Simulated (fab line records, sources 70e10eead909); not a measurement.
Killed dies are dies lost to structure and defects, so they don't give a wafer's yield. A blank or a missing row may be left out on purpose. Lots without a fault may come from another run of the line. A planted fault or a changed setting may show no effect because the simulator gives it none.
Chamber matching | flow nand_harc | NHARC_A_STAIRCASE_TRIM_12 on rie_diel-10: 4 sister chambers
The step chemistry O2, time 211.2 s. 33 wafers are shown with their chamber, then 12 later ones without.

WAFERS WITH THEIR CHAMBER
wafer  | chamber | showerhead_plenum_p_Torr (Torr) | drypump_motor_current_A (A) | oes_product_au (a.u.)
L074.2 | 1       | 3.33                            | 5.8                         | 1.000
L074.3 | 0       | 3.44                            | 5.3                         | 1.016
L074.5 | 0       | 3.44                            | 5.4                         | 1.009
L075.2 | 0       | 3.43                            | 5.4                         | 1.014
L075.5 | 1       | 3.32                            | 5.8                         | 1.013
L075.6 | 0       | 3.43                            | 5.4                         | 1.018
L075.1 | 2       | 3.38                            | 5.1                         | 1.012
L075.3 | 3       | 3.72                            | 5.3                         | 1.019
L075.4 | 1       | 3.32                            | 5.8                         | 1.005
L082.2 | 3       | 3.71                            | 5.4                         | 1.016
L082.3 | 0       | 3.42                            | 5.4                         | 1.011
L082.6 | 0       | 3.42                            | 5.4                         | 1.006
L082.1 | 1       | 3.31                            | 5.8                         | 1.002
L082.4 | 2       | 3.37                            | 5.1                         | 1.031
L082.5 | 3       | 3.71                            | 5.3                         | 0.998
L084.3 | 1       | 3.31                            | 5.9                         | 1.001
L084.4 | 0       | 3.42                            | 5.4                         | 0.998
L084.5 | 2       | 3.37                            | 5.1                         | 1.007
L083.1 | 0       | 3.42                            | 5.4                         | 0.991
L083.2 | 3       | 3.71                            | 5.3                         | 1.003
L083.4 | 1       | 3.31                            | 5.8                         | 0.994
L079.1 | 1       | 3.31                            | 5.8                         | 0.993
L079.3 | 2       | 3.36                            | 5.1                         | 1.013
L079.5 | 1       | 3.31                            | 5.8                         | 1.004
L085.3 | 2       | 3.36                            | 5.1                         | 1.012
L085.4 | 1       | 3.31                            | 5.8                         | 1.002
L085.6 | 1       | 3.31                            | 5.9                         | 0.994
L088.3 | 0       | 3.42                            | 5.4                         | 1.000
L088.4 | 3       | 3.71                            | 5.4                         | 1.008
L088.5 | 1       | 3.31                            | 5.8                         | 1.010
L088.1 | 1       | 3.31                            | 5.8                         | 1.000
L088.2 | 2       | 3.36                            | 5.1                         | 1.013
L088.6 | 0       | 3.42                            | 5.4                         | 1.001

SIGNATURES (means of the wafers above)
reading                  | chamber 0 | chamber 1 | chamber 2 | chamber 3 | scatter within a chamber
showerhead_plenum_p_Torr | 3.4260    | 3.3133    | 3.3667    | 3.7120    | 0.00724
drypump_motor_current_A  | 5.390     | 5.817     | 5.100     | 5.340     | 0.036
oes_product_au           | 1.00640   | 1.00150   | 1.01467   | 1.00880   | 0.00778
Rule: a wafer's distance from a chamber is the root of the sum, over the readings, of the square of ((its reading less the chamber's mean) divided by the reading's scatter). The wafer belongs to the nearest chamber; if the next one is less than 2 further off, it can't be placed. The scatter: the root of (the sum of the squares of (reading less its chamber's mean) over the shown wafers, divided by (wafers less chambers)).

WAFERS WITHOUT THEIR CHAMBER
wafer  | showerhead_plenum_p_Torr (Torr) | drypump_motor_current_A (A) | oes_product_au (a.u.)
L093.1 | 3.35                            | 5.1                         | 1.003
L093.2 | 3.30                            | 5.8                         | 0.999
L093.5 | 3.35                            | 5.1                         | 1.007
L094.1 | 3.35                            | 5.1                         | 1.004
L094.2 | 3.41                            | 5.4                         | 1.008
L094.3 | 3.30                            | 5.8                         | 0.986
L094.4 | 3.69                            | 5.4                         | 1.008
L094.5 | 3.35                            | 5.1                         | 1.001
L094.6 | 3.69                            | 5.4                         | 1.000
L095.1 | 3.69                            | 5.4                         | 1.005
L095.3 | 3.35                            | 5.1                         | 1.007
L095.5 | 3.41                            | 5.4                         | 1.016

WHICH CHAMBER EACH WENT THROUGH
wafer  | from the rows above | in truth
L093.1 | 2                   | 2
L093.2 | 1                   | 1
L093.5 | 2                   | 2
L094.1 | 2                   | 2
L094.2 | 0                   | 0
L094.3 | 1                   | 1
L094.4 | 3                   | 3
L094.5 | 2                   | 2
L094.6 | 3                   | 3
L095.1 | 3                   | 3
L095.3 | 2                   | 2
L095.5 | 0                   | 0
Placed correctly: 12 of 12. Can't be placed from these rows: 0. Placed wrongly: 0.
